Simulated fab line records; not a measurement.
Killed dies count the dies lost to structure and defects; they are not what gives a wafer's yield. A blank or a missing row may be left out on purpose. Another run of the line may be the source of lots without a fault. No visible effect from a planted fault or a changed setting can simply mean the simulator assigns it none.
Which of the tools did it? || flow n5-finfet || 72 wafers from 24 lots sampled at 4 of the route's 1938 steps

## WHAT EACH GAUGE READ, for each wafer
N5_BEOL_M9_OVL_MEAS_12. Usual: for M9_OVL the level is -0.5 nm and the standard deviation is 0.71.
{"lot": "L074", "measured": "day 9 17:13", "on": "overlay-01", "M9_OVL (nm)": "-0.5 -0.8 0.2", "flag": ""}
{"lot": "L075", "measured": "day 10 08:38", "on": "overlay-02", "M9_OVL (nm)": "-0.7 0.7 -0.3", "flag": ""}
{"lot": "L077", "measured": "day 10 12:38", "on": "overlay-01", "M9_OVL (nm)": "-0.7 -1.0 -0.7", "flag": ""}
{"lot": "L076", "measured": "day 10 12:40", "on": "overlay-02", "M9_OVL (nm)": "-1.5 -1.9 -0.9", "flag": ""}
{"lot": "L079", "measured": "day 10 12:43", "on": "overlay-01", "M9_OVL (nm)": "-0.3 -0.5 -0.5", "flag": ""}
{"lot": "L078", "measured": "day 10 15:20", "on": "overlay-02", "M9_OVL (nm)": "-1.2 -0.7 -1.2", "flag": ""}
{"lot": "L080", "measured": "day 11 05:56", "on": "overlay-02", "M9_OVL (nm)": "-0.5 -1.0 -0.3", "flag": ""}
{"lot": "L082", "measured": "day 11 15:26", "on": "overlay-01", "M9_OVL (nm)": "1.6 0.3 -0.1", "flag": ""}
{"lot": "L081", "measured": "day 11 16:02", "on": "overlay-02", "M9_OVL (nm)": "-0.8 -0.3 0.5", "flag": ""}
{"lot": "L083", "measured": "day 12 00:49", "on": "overlay-02", "M9_OVL (nm)": "-1.1 -2.3 -1.2", "flag": ""}
{"lot": "L085", "measured": "day 12 12:44", "on": "overlay-02", "M9_OVL (nm)": "-0.9 -0.3 -0.7", "flag": ""}
{"lot": "L086", "measured": "day 12 21:58", "on": "overlay-01", "M9_OVL (nm)": "0.0 -0.6 -0.4", "flag": ""}
{"lot": "L084", "measured": "day 13 00:35", "on": "overlay-02", "M9_OVL (nm)": "0.3 -0.7 -1.2", "flag": ""}
{"lot": "L088", "measured": "day 13 04:37", "on": "overlay-02", "M9_OVL (nm)": "-0.5 -0.5 -0.7", "flag": ""}
{"lot": "L087", "measured": "day 13 09:35", "on": "overlay-02", "M9_OVL (nm)": "-0.5 -1.0 -0.5", "flag": ""}
{"lot": "L089", "measured": "day 13 12:08", "on": "overlay-02", "M9_OVL (nm)": "0.2 -0.2 -0.2", "flag": ""}
{"lot": "L091", "measured": "day 13 16:14", "on": "overlay-02", "M9_OVL (nm)": "0.3 -0.1 0.6", "flag": ""}
{"lot": "L090", "measured": "day 13 19:11", "on": "overlay-02", "M9_OVL (nm)": "-0.5 -0.3 -0.3", "flag": ""}
{"lot": "L093", "measured": "day 14 05:43", "on": "overlay-01", "M9_OVL (nm)": "-0.6 -1.3 0.3", "flag": ""}
{"lot": "L092", "measured": "day 14 14:49", "on": "overlay-01", "M9_OVL (nm)": "-0.6 0.4 -0.3", "flag": ""}
{"lot": "L094", "measured": "day 15 04:27", "on": "overlay-01", "M9_OVL (nm)": "0.0 -0.7 -1.6", "flag": ""}
{"lot": "L095", "measured": "day 15 07:13", "on": "overlay-01", "M9_OVL (nm)": "-1.7 -2.3 -0.6", "flag": ""}
{"lot": "L096", "measured": "day 15 11:20", "on": "overlay-02", "M9_OVL (nm)": "0.2 -1.5 -1.5", "flag": ""}
{"lot": "L097", "measured": "day 15 19:43", "on": "overlay-01", "M9_OVL (nm)": "-0.6 0.0 0.0", "flag": ""}

## EACH LOT AND THE TOOL THAT RAN IT (in order: tool; ch and the chambers of the sampled wafers; start)
{"lot": "L074", "N5_BEOL_M8_ANNEAL_51": "rtp-anneal-01 ch 0, day 9 13:50", "N5_BEOL_M9_PECVD_70": "pecvd-02 ch 0,1, day 9 15:37", "N5_BEOL_M9_HM_DEP_02": "pvd-sputter-01, day 9 16:40"}
{"lot": "L075", "N5_BEOL_M8_ANNEAL_51": "rtp-anneal-02 ch 0, day 10 05:41", "N5_BEOL_M9_PECVD_70": "pecvd-01 ch 0,2, day 10 07:07", "N5_BEOL_M9_HM_DEP_02": "pvd-sputter-03, day 10 08:14"}
{"lot": "L077", "N5_BEOL_M8_ANNEAL_51": "rtp-anneal-01 ch 0, day 10 07:46", "N5_BEOL_M9_PECVD_70": "pecvd-03 ch 0,1,2, day 10 09:34", "N5_BEOL_M9_HM_DEP_02": "pvd-sputter-02, day 10 12:06"}
{"lot": "L076", "N5_BEOL_M8_ANNEAL_51": "rtp-anneal-02 ch 0, day 10 08:32", "N5_BEOL_M9_PECVD_70": "pecvd-03 ch 0,1,2, day 10 09:57", "N5_BEOL_M9_HM_DEP_02": "pvd-sputter-01, day 10 12:12"}
{"lot": "L079", "N5_BEOL_M8_ANNEAL_51": "rtp-anneal-01 ch 0, day 10 09:13", "N5_BEOL_M9_PECVD_70": "pecvd-01 ch 1,2, day 10 10:40", "N5_BEOL_M9_HM_DEP_02": "pvd-sputter-02, day 10 12:12"}
{"lot": "L078", "N5_BEOL_M8_ANNEAL_51": "rtp-anneal-01 ch 0, day 10 12:49", "N5_BEOL_M9_PECVD_70": "pecvd-02 ch 0,2, day 10 14:14", "N5_BEOL_M9_HM_DEP_02": "pvd-sputter-01, day 10 14:56"}
{"lot": "L080", "N5_BEOL_M8_ANNEAL_51": "rtp-anneal-01 ch 0, day 11 02:27", "N5_BEOL_M9_PECVD_70": "pecvd-02 ch 1,2, day 11 03:56", "N5_BEOL_M9_HM_DEP_02": "pvd-sputter-02, day 11 05:24"}
{"lot": "L082", "N5_BEOL_M8_ANNEAL_51": "rtp-anneal-02 ch 0, day 11 11:53", "N5_BEOL_M9_PECVD_70": "pecvd-02 ch 1,2, day 11 13:35", "N5_BEOL_M9_HM_DEP_02": "pvd-sputter-03, day 11 15:02"}
{"lot": "L081", "N5_BEOL_M8_ANNEAL_51": "rtp-anneal-02 ch 0, day 11 13:04", "N5_BEOL_M9_PECVD_70": "pecvd-02 ch 0,2, day 11 14:52", "N5_BEOL_M9_HM_DEP_02": "pvd-sputter-03, day 11 15:38"}
{"lot": "L083", "N5_BEOL_M8_ANNEAL_51": "rtp-anneal-01 ch 0, day 11 20:46", "N5_BEOL_M9_PECVD_70": "pecvd-01 ch 0,2, day 11 22:11", "N5_BEOL_M9_HM_DEP_02": "pvd-sputter-03, day 12 00:17"}
{"lot": "L085", "N5_BEOL_M8_ANNEAL_51": "rtp-anneal-02 ch 0, day 12 10:19", "N5_BEOL_M9_PECVD_70": "pecvd-03 ch 0,1, day 12 11:41", "N5_BEOL_M9_HM_DEP_02": "pvd-sputter-03, day 12 12:20"}
{"lot": "L086", "N5_BEOL_M8_ANNEAL_51": "rtp-anneal-02 ch 0, day 12 17:58", "N5_BEOL_M9_PECVD_70": "pecvd-01 ch 0,1,2, day 12 20:45", "N5_BEOL_M9_HM_DEP_02": "pvd-sputter-02, day 12 21:27"}
{"lot": "L084", "N5_BEOL_M8_ANNEAL_51": "rtp-anneal-02 ch 0, day 12 21:03", "N5_BEOL_M9_PECVD_70": "pecvd-01 ch 1,2, day 12 22:28", "N5_BEOL_M9_HM_DEP_02": "pvd-sputter-03, day 13 00:11"}
{"lot": "L088", "N5_BEOL_M8_ANNEAL_51": "rtp-anneal-01 ch 0, day 13 00:14", "N5_BEOL_M9_PECVD_70": "pecvd-01 ch 0,1, day 13 01:44", "N5_BEOL_M9_HM_DEP_02": "pvd-sputter-01, day 13 04:05"}
{"lot": "L087", "N5_BEOL_M8_ANNEAL_51": "rtp-anneal-01 ch 0, day 13 07:21", "N5_BEOL_M9_PECVD_70": "pecvd-02 ch 0,1,2, day 13 08:53", "N5_BEOL_M9_HM_DEP_02": "pvd-sputter-01, day 13 09:04"}
{"lot": "L089", "N5_BEOL_M8_ANNEAL_51": "rtp-anneal-01 ch 0, day 13 08:26", "N5_BEOL_M9_PECVD_70": "pecvd-02 ch 0,1,2, day 13 09:50", "N5_BEOL_M9_HM_DEP_02": "pvd-sputter-01, day 13 11:36"}
{"lot": "L091", "N5_BEOL_M8_ANNEAL_51": "rtp-anneal-02 ch 0, day 13 14:02", "N5_BEOL_M9_PECVD_70": "pecvd-03 ch 0,1,2, day 13 15:30", "N5_BEOL_M9_HM_DEP_02": "pvd-sputter-02, day 13 15:43"}
{"lot": "L090", "N5_BEOL_M8_ANNEAL_51": "rtp-anneal-02 ch 0, day 13 14:50", "N5_BEOL_M9_PECVD_70": "pecvd-01 ch 2, day 13 16:15", "N5_BEOL_M9_HM_DEP_02": "pvd-sputter-01, day 13 18:40"}
{"lot": "L093", "N5_BEOL_M8_ANNEAL_51": "rtp-anneal-02 ch 0, day 14 00:43", "N5_BEOL_M9_PECVD_70": "pecvd-02 ch 0,1, day 14 02:12", "N5_BEOL_M9_HM_DEP_02": "pvd-sputter-03, day 14 05:11"}
{"lot": "L092", "N5_BEOL_M8_ANNEAL_51": "rtp-anneal-01 ch 0, day 14 10:28", "N5_BEOL_M9_PECVD_70": "pecvd-02 ch 0,2, day 14 11:52", "N5_BEOL_M9_HM_DEP_02": "pvd-sputter-03, day 14 14:25"}
{"lot": "L094", "N5_BEOL_M8_ANNEAL_51": "rtp-anneal-02 ch 0, day 15 02:16", "N5_BEOL_M9_PECVD_70": "pecvd-03 ch 0,2, day 15 03:41", "N5_BEOL_M9_HM_DEP_02": "pvd-sputter-01, day 15 03:55"}
{"lot": "L095", "N5_BEOL_M8_ANNEAL_51": "rtp-anneal-01 ch 0, day 15 04:51", "N5_BEOL_M9_PECVD_70": "pecvd-01 ch 0,1,2, day 15 06:13", "N5_BEOL_M9_HM_DEP_02": "pvd-sputter-01, day 15 06:49"}
{"lot": "L096", "N5_BEOL_M8_ANNEAL_51": "rtp-anneal-01 ch 0, day 15 08:17", "N5_BEOL_M9_PECVD_70": "pecvd-01 ch 1,2, day 15 09:42", "N5_BEOL_M9_HM_DEP_02": "pvd-sputter-03, day 15 10:56"}
{"lot": "L097", "N5_BEOL_M8_ANNEAL_51": "rtp-anneal-01 ch 0, day 15 16:16", "N5_BEOL_M9_PECVD_70": "pecvd-02 ch 1,2, day 15 17:36", "N5_BEOL_M9_HM_DEP_02": "pvd-sputter-02, day 15 19:11"}
- N5_BEOL_M8_ANNEAL_51: time 90 s.
- N5_BEOL_M9_PECVD_70: deposits SiO2 from TEOS/O2, target thk 20 nm, time 22.7 s.
- N5_BEOL_M9_HM_DEP_02: deposits TiN, target thk 20 nm.

## AS READ BY THE TOOLS THEMSELVES (means over the sampled wafers that have a number; for cases with no such wafer, the mark the record gives instead)
N5_BEOL_M8_ANNEAL_51. Usual: wafer_temp_C_max at 226.1, with a standard deviation of 0.58.
{"lot": "L074", "tool": "rtp-anneal-01", "wafer_temp_C_max": 225.7, "flag": ""}
{"lot": "L075", "tool": "rtp-anneal-02", "wafer_temp_C_max": 226.9, "flag": ""}
{"lot": "L077", "tool": "rtp-anneal-01", "wafer_temp_C_max": 225.8, "flag": ""}
{"lot": "L076", "tool": "rtp-anneal-02", "wafer_temp_C_max": 227.1, "flag": ""}
{"lot": "L079", "tool": "rtp-anneal-01", "wafer_temp_C_max": 225.5, "flag": ""}
{"lot": "L078", "tool": "rtp-anneal-01", "wafer_temp_C_max": 225.8, "flag": ""}
{"lot": "L080", "tool": "rtp-anneal-01", "wafer_temp_C_max": 225.5, "flag": ""}
{"lot": "L082", "tool": "rtp-anneal-02", "wafer_temp_C_max": 226.8, "flag": ""}
{"lot": "L081", "tool": "rtp-anneal-02", "wafer_temp_C_max": 226.6, "flag": ""}
{"lot": "L083", "tool": "rtp-anneal-01", "wafer_temp_C_max": 225.9, "flag": ""}
{"lot": "L085", "tool": "rtp-anneal-02", "wafer_temp_C_max": 226.5, "flag": ""}
{"lot": "L086", "tool": "rtp-anneal-02", "wafer_temp_C_max": 225.9, "flag": ""}
{"lot": "L084", "tool": "rtp-anneal-02", "wafer_temp_C_max": 226.7, "flag": ""}
{"lot": "L088", "tool": "rtp-anneal-01", "wafer_temp_C_max": 225.7, "flag": ""}
{"lot": "L087", "tool": "rtp-anneal-01", "wafer_temp_C_max": 225.9, "flag": ""}
{"lot": "L089", "tool": "rtp-anneal-01", "wafer_temp_C_max": 225.6, "flag": ""}
{"lot": "L091", "tool": "rtp-anneal-02", "wafer_temp_C_max": 226.7, "flag": ""}
{"lot": "L090", "tool": "rtp-anneal-02", "wafer_temp_C_max": 226.3, "flag": ""}
{"lot": "L093", "tool": "rtp-anneal-02", "wafer_temp_C_max": 226.4, "flag": ""}
{"lot": "L092", "tool": "rtp-anneal-01", "wafer_temp_C_max": 225.5, "flag": ""}
{"lot": "L094", "tool": "rtp-anneal-02", "wafer_temp_C_max": 226.7, "flag": ""}
{"lot": "L095", "tool": "rtp-anneal-01", "wafer_temp_C_max": 225.6, "flag": ""}
{"lot": "L096", "tool": "rtp-anneal-01", "wafer_temp_C_max": 225.7, "flag": ""}
{"lot": "L097", "tool": "rtp-anneal-01", "wafer_temp_C_max": 225.5, "flag": ""}

N5_BEOL_M9_PECVD_70. Usual: heater-power-w 713 W, standard deviation 110; rf-fwd-power-W 443.9 W, standard deviation 2.3; showerhead-plenum-p-Torr 8.79 Torr, standard deviation 0.068; throttle-valve-pct 22.6 %, standard deviation 1.4.
{"lot": "L074", "tool": "pecvd-02", "heater-power-w (W)": 761, "rf-fwd-power-W (W)": 441.6, "showerhead-plenum-p-Torr (Torr)": 8.70, "throttle-valve-pct (%)": 24.3, "flag": ""}
{"lot": "L075", "tool": "pecvd-01", "heater-power-w (W)": 745, "rf-fwd-power-W (W)": 444.5, "showerhead-plenum-p-Torr (Torr)": 8.81, "throttle-valve-pct (%)": 23.1, "flag": ""}
{"lot": "L077", "tool": "pecvd-03", "heater-power-w (W)": 782, "rf-fwd-power-W (W)": 445.1, "showerhead-plenum-p-Torr (Torr)": 8.85, "throttle-valve-pct (%)": 21.5, "flag": ""}
{"lot": "L076", "tool": "pecvd-03", "heater-power-w (W)": 770, "rf-fwd-power-W (W)": 446.0, "showerhead-plenum-p-Torr (Torr)": 8.85, "throttle-valve-pct (%)": 21.6, "flag": ""}
{"lot": "L079", "tool": "pecvd-01", "heater-power-w (W)": 720, "rf-fwd-power-W (W)": 442.5, "showerhead-plenum-p-Torr (Torr)": 8.77, "throttle-valve-pct (%)": 21.5, "flag": ""}
{"lot": "L078", "tool": "pecvd-02", "heater-power-w (W)": 688, "rf-fwd-power-W (W)": 441.6, "showerhead-plenum-p-Torr (Torr)": 8.78, "throttle-valve-pct (%)": 21.9, "flag": ""}
{"lot": "L080", "tool": "pecvd-02", "heater-power-w (W)": 642, "rf-fwd-power-W (W)": 443.2, "showerhead-plenum-p-Torr (Torr)": 8.79, "throttle-valve-pct (%)": 22.7, "flag": ""}
{"lot": "L082", "tool": "pecvd-02", "heater-power-w (W)": 585, "rf-fwd-power-W (W)": 441.9, "showerhead-plenum-p-Torr (Torr)": 8.80, "throttle-valve-pct (%)": 21.8, "flag": ""}
{"lot": "L081", "tool": "pecvd-02", "heater-power-w (W)": 718, "rf-fwd-power-W (W)": 443.7, "showerhead-plenum-p-Torr (Torr)": 8.77, "throttle-valve-pct (%)": 21.9, "flag": ""}
{"lot": "L083", "tool": "pecvd-01", "heater-power-w (W)": 650, "rf-fwd-power-W (W)": 446.3, "showerhead-plenum-p-Torr (Torr)": 8.82, "throttle-valve-pct (%)": 22.9, "flag": ""}
{"lot": "L085", "tool": "pecvd-03", "heater-power-w (W)": 739, "rf-fwd-power-W (W)": 446.8, "showerhead-plenum-p-Torr (Torr)": 8.87, "throttle-valve-pct (%)": 21.4, "flag": ""}
{"lot": "L086", "tool": "pecvd-01", "heater-power-w (W)": 693, "rf-fwd-power-W (W)": 442.7, "showerhead-plenum-p-Torr (Torr)": 8.80, "throttle-valve-pct (%)": 22.5, "flag": ""}
{"lot": "L084", "tool": "pecvd-01", "heater-power-w (W)": 668, "rf-fwd-power-W (W)": 445.1, "showerhead-plenum-p-Torr (Torr)": 8.78, "throttle-valve-pct (%)": 21.7, "flag": ""}
{"lot": "L088", "tool": "pecvd-01", "heater-power-w (W)": 661, "rf-fwd-power-W (W)": 443.2, "showerhead-plenum-p-Torr (Torr)": 8.81, "throttle-valve-pct (%)": 22.4, "flag": ""}
{"lot": "L087", "tool": "pecvd-02", "heater-power-w (W)": 748, "rf-fwd-power-W (W)": 443.0, "showerhead-plenum-p-Torr (Torr)": 8.75, "throttle-valve-pct (%)": 23.0, "flag": ""}
{"lot": "L089", "tool": "pecvd-02", "heater-power-w (W)": 688, "rf-fwd-power-W (W)": 442.3, "showerhead-plenum-p-Torr (Torr)": 8.75, "throttle-valve-pct (%)": 23.2, "flag": ""}
{"lot": "L091", "tool": "pecvd-03", "heater-power-w (W)": 729, "rf-fwd-power-W (W)": 444.5, "showerhead-plenum-p-Torr (Torr)": 8.85, "throttle-valve-pct (%)": 21.7, "flag": ""}
{"lot": "L090", "tool": "pecvd-01", "heater-power-w (W)": 725, "rf-fwd-power-W (W)": 443.5, "showerhead-plenum-p-Torr (Torr)": 8.77, "throttle-valve-pct (%)": 21.7, "flag": ""}
{"lot": "L093", "tool": "pecvd-02", "heater-power-w (W)": 737, "rf-fwd-power-W (W)": 442.0, "showerhead-plenum-p-Torr (Torr)": 8.72, "throttle-valve-pct (%)": 24.2, "flag": ""}
{"lot": "L092", "tool": "pecvd-02", "heater-power-w (W)": 775, "rf-fwd-power-W (W)": 442.9, "showerhead-plenum-p-Torr (Torr)": 8.72, "throttle-valve-pct (%)": 23.6, "flag": ""}
{"lot": "L094", "tool": "pecvd-03", "heater-power-w (W)": 786, "rf-fwd-power-W (W)": 446.5, "showerhead-plenum-p-Torr (Torr)": 8.85, "throttle-valve-pct (%)": 21.5, "flag": ""}
{"lot": "L095", "tool": "pecvd-01", "heater-power-w (W)": 677, "rf-fwd-power-W (W)": 444.2, "showerhead-plenum-p-Torr (Torr)": 8.80, "throttle-valve-pct (%)": 22.5, "flag": ""}
{"lot": "L096", "tool": "pecvd-01", "heater-power-w (W)": 659, "rf-fwd-power-W (W)": 443.1, "showerhead-plenum-p-Torr (Torr)": 8.79, "throttle-valve-pct (%)": 22.0, "flag": ""}
{"lot": "L097", "tool": "pecvd-02", "heater-power-w (W)": 593, "rf-fwd-power-W (W)": 443.8, "showerhead-plenum-p-Torr (Torr)": 8.78, "throttle-valve-pct (%)": 22.9, "flag": ""}

N5_BEOL_M9_HM_DEP_02. Usual: throttle-valve-pct at 30.2 %, with a standard deviation of 0.95.
{"lot": "L074", "tool": "pvd-sputter-01", "throttle-valve-pct (%)": 30.6, "flag": ""}
{"lot": "L075", "tool": "pvd-sputter-03", "throttle-valve-pct (%)": 29.9, "flag": ""}
{"lot": "L077", "tool": "pvd-sputter-02", "throttle-valve-pct (%)": 30.4, "flag": ""}
{"lot": "L076", "tool": "pvd-sputter-01", "throttle-valve-pct (%)": 29.4, "flag": ""}
{"lot": "L079", "tool": "pvd-sputter-02", "throttle-valve-pct (%)": 29.7, "flag": ""}
{"lot": "L078", "tool": "pvd-sputter-01", "throttle-valve-pct (%)": 29.4, "flag": ""}
{"lot": "L080", "tool": "pvd-sputter-02", "throttle-valve-pct (%)": 30.7, "flag": ""}
{"lot": "L082", "tool": "pvd-sputter-03", "throttle-valve-pct (%)": 29.1, "flag": ""}
{"lot": "L081", "tool": "pvd-sputter-03", "throttle-valve-pct (%)": 30.5, "flag": ""}
{"lot": "L083", "tool": "pvd-sputter-03", "throttle-valve-pct (%)": 30.0, "flag": ""}
{"lot": "L085", "tool": "pvd-sputter-03", "throttle-valve-pct (%)": 29.9, "flag": ""}
{"lot": "L086", "tool": "pvd-sputter-02", "throttle-valve-pct (%)": 29.8, "flag": ""}
{"lot": "L084", "tool": "pvd-sputter-03", "throttle-valve-pct (%)": 29.8, "flag": ""}
{"lot": "L088", "tool": "pvd-sputter-01", "throttle-valve-pct (%)": 29.4, "flag": ""}
{"lot": "L087", "tool": "pvd-sputter-01", "throttle-valve-pct (%)": 30.5, "flag": ""}
{"lot": "L089", "tool": "pvd-sputter-01", "throttle-valve-pct (%)": 30.6, "flag": ""}
{"lot": "L091", "tool": "pvd-sputter-02", "throttle-valve-pct (%)": 29.8, "flag": ""}
{"lot": "L090", "tool": "pvd-sputter-01", "throttle-valve-pct (%)": 30.0, "flag": ""}
{"lot": "L093", "tool": "pvd-sputter-03", "throttle-valve-pct (%)": 30.8, "flag": ""}
{"lot": "L092", "tool": "pvd-sputter-03", "throttle-valve-pct (%)": 30.8, "flag": ""}
{"lot": "L094", "tool": "pvd-sputter-01", "throttle-valve-pct (%)": 30.6, "flag": ""}
{"lot": "L095", "tool": "pvd-sputter-01", "throttle-valve-pct (%)": 30.8, "flag": ""}
{"lot": "L096", "tool": "pvd-sputter-03", "throttle-valve-pct (%)": 30.5, "flag": ""}
{"lot": "L097", "tool": "pvd-sputter-02", "throttle-valve-pct (%)": 30.3, "flag": ""}

## THE ANSWER, worked out from the rows above alone
Rule: take the mean of a lot's wafers that have a number; if it is more than 3 standard deviations from the usual mean, the lot is off. A lot without any number at a reading at which 4 lots or more have one is off too. Any other lot the step has rows for is counted as sound. First the gauges in route order, then the tools' own readings, where a lot's mean is used as printed above. At the first step where some lot is off, the reading lying furthest off is the one used; lots without a number count as furthest.
None of the lots is off at any reading shown; this tells nothing.

## WHAT THE SIMULATOR HAD INSERTED
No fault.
